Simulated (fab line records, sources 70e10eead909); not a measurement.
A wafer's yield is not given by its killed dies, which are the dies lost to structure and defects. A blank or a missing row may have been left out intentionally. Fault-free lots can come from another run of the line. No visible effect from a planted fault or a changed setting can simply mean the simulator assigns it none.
Which of the tools did it? ; flow nand harc ; 33 wafers from 11 lots sampled at 3 of the route's 1302 steps

## WHAT THE GAUGES SHOWED, per wafer
NHARC_P_ZERO_WELL_CD_MEAS_37 targets a cd of 720 nm.
lot;measured;on;cd nm (nm)
L763;day 1 23:58;cd sem-01;720.0 719.2 718.1
L764;day 2 10:17;cd sem-01;717.1 719.0 717.8
L766;day 3 06:20;cd sem-02;718.7 718.3 719.1
L768;day 4 02:13;cd sem-03;717.2 719.2 721.1
L769;day 4 12:15;cd sem-01;720.0 721.2 722.1
L771;day 5 08:00;cd sem-01;719.1 722.0 719.3
L772;day 5 18:09;cd sem-01;708.0 711.3 711.1
L773;day 6 03:51;cd sem-02;716.1 718.1 718.3
L783;day 10 08:13;cd sem-03;717.9 719.1 719.0
L784;day 10 18:29;cd sem-01;720.4 721.8 719.7
L786;day 11 14:16;cd sem-03;716.8 718.3 717.4

## TOOL THAT RAN EACH LOT (tool first, then ch and the chambers of the sampled wafers, then the start)
lot;NHARC_P_ZERO_WELL_ETCH_63;NHARC_P_ZERO_WELL_EXPOSE_34
L763;rie si-02 ch 1,2, day 1 21:40;krf scanner-03 ch 0, day 1 23:49
L764;rie si-03 ch 0,1,2, day 2 07:53;krf scanner-03 ch 0, day 2 10:07
L766;rie si-02 ch 0,2,3, day 3 03:47;krf scanner-04 ch 0, day 3 06:11
L768;rie si-02 ch 1,2,3, day 3 23:39;krf scanner-02 ch 0, day 4 02:04
L769;rie si-05 ch 0,1,2, day 4 09:49;krf scanner-04 ch 0, day 4 12:06
L771;rie si-03 ch 1,2,3, day 5 05:34;krf scanner-03 ch 0, day 5 07:51
L772;rie si-02 ch 1,2, day 5 15:33;krf scanner-02 ch 0, day 5 17:59
L773;rie si-05 ch 1,2,3, day 6 01:32;krf scanner-02 ch 0, day 6 03:42
L783;rie si-02 ch 1,2,3, day 10 05:41;krf scanner-02 ch 0, day 10 08:04
L784;rie si-02 ch 0,2,3, day 10 15:50;krf scanner-04 ch 0, day 10 18:20
L786;rie si-05 ch 1,2, day 11 11:37;krf scanner-02 ch 0, day 11 14:07
- NHARC_P_ZERO_WELL_ETCH_63: etches the open film in HBr/Cl2, target depth 120 nm, time 40.1 s.
- NHARC_P_ZERO_WELL_EXPOSE_34: exposes mask P PWELL, target cd 720 nm.

## WHAT THE TOOLS THEMSELVES READ (means of the sampled wafers that have a number; where no wafer has one, the mark that the record gives instead)
NHARC_P_ZERO_WELL_ETCH_63.
lot;tool;drypump motor current A (A);oes product au (a.u.);throttle valve pct (%)
L763;rie si-02;5.9;1.007;26.409
L764;rie si-03;6.0;1.001;26.403
L766;rie si-02;5.6;1.014;26.405
L768;rie si-02;5.5;1.012;26.407
L769;rie si-05;5.7;1.007;26.411
L771;rie si-03;6.0;0.990;26.402
L772;rie si-02;5.9;0.999;26.405
L773;rie si-05;6.0;0.999;26.418
L783;rie si-02;5.5;1.004;26.399
L784;rie si-02;5.6;1.003;26.401
L786;rie si-05;5.8;0.995;26.400

NHARC_P_ZERO_WELL_EXPOSE_34.
lot;tool;stage vel mm s (mm/s)
L763;krf scanner-03;500.19
L764;krf scanner-03;500.01
L766;krf scanner-04;500.34
L768;krf scanner-02;499.96
L769;krf scanner-04;500.00
L771;krf scanner-03;499.80
L772;krf scanner-02;499.89
L773;krf scanner-02;500.28
L783;krf scanner-02;500.15
L784;krf scanner-04;500.34
L786;krf scanner-02;500.12

## THE ANSWER, worked out from the rows above alone
Rule: the usual values come from the lots themselves. Put in order of their means at a reading, lots are off if they are a third of the lots or fewer, leave a main group of 4 or more, and stand apart from it by a gap of 3 or more times the standard deviation of the main group's means; of several such gaps the widest counts. A main group is skipped when, at the precision printed for the reading in the tables above, its means are all equal. Also off: a lot with no number at a reading for which 4 or more lots have one. All remaining lots with rows at the step are treated as sound. First the gauges in route order, then the tools' own readings, where a lot's mean is used as printed above. At the first step where some lot is off, the reading lying furthest off is the one used; lots without a number count as furthest.
Off: L772, at NHARC_P_ZERO_WELL_CD_MEAS_37 (cd nm). For the main group the mean is 719.0 nm and the standard deviation 1.2.
A tool fits if, at a process step before that reading, it ran every lot that is off, and no sound lot after the first of them. Those tools and the gauges at NHARC_P_ZERO_WELL_CD_MEAS_37 are tried in the same way. No candidate that was tried fits.

## WHAT HAD BEEN PUT IN BY THE SIMULATOR
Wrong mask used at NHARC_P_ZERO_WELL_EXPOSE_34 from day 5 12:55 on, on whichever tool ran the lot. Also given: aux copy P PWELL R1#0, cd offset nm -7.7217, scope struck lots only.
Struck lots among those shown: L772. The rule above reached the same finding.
